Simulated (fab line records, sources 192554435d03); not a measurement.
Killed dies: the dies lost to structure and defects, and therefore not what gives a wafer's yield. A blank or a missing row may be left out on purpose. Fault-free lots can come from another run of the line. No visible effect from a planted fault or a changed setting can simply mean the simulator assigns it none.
Which tool is to blame? + flow n5_finfet + 11 lots (33 wafers sampled), 1 step of a 1938-step route

== WHAT THE GAUGES SHOWED, per wafer ==
N5_BEOL_M5_OVL_MEAS_12.
| lot  | measured     | on         | M5_OVL (nm)    |
|------|--------------|------------|----------------|
| L075 | day 8 04:23  | overlay-01 | -0.4 -1.2 -0.6 |
| L077 | day 8 18:30  | overlay-02 | 0.7 -0.4 0.7   |
| L079 | day 9 04:44  | overlay-02 | 1.0 0.3 -0.2   |
| L082 | day 9 13:56  | overlay-02 | 0.0 1.3 0.8    |
| L083 | day 9 19:23  | overlay-02 | 0.0 -0.8 -0.3  |
| L086 | day 11 04:42 | overlay-02 | 0.2 -0.3 0.8   |
| L087 | day 11 07:52 | overlay-01 | 0.7 0.0 0.6    |
| L091 | day 12 03:12 | overlay-02 | 0.9 -0.3 0.6   |
| L092 | day 12 06:21 | overlay-02 | -1.6 -1.5 -0.2 |
| L094 | day 13 02:26 | overlay-02 | 0.5 -1.2 0.3   |
| L096 | day 13 10:16 | overlay-02 | 0.5 0.5 -0.4   |

== EACH LOT AND THE TOOL THAT RAN IT (in order: tool; ch and the chambers of the sampled wafers; start) ==
The record shows no process step preceding these readings.

== THE ANSWER, worked out from the rows above alone ==
Rule: what is usual is taken from the lots themselves. The widest of any qualifying gaps counts: lots, ordered by their means at a reading, are off when they make up no more than a third of the lots, leave a main group of 4 or more, and stand apart from it by 3 or more times the standard deviation of that group's means. A main group is skipped when, at the precision printed for the reading in the tables above, its means are all equal. Also off: a lot with no number at a reading for which 4 or more lots have one. The other lots that the step has rows for count as sound.
None of the lots is off at any reading shown; this tells nothing.

== WHAT THE SIMULATOR HAD PUT IN ==
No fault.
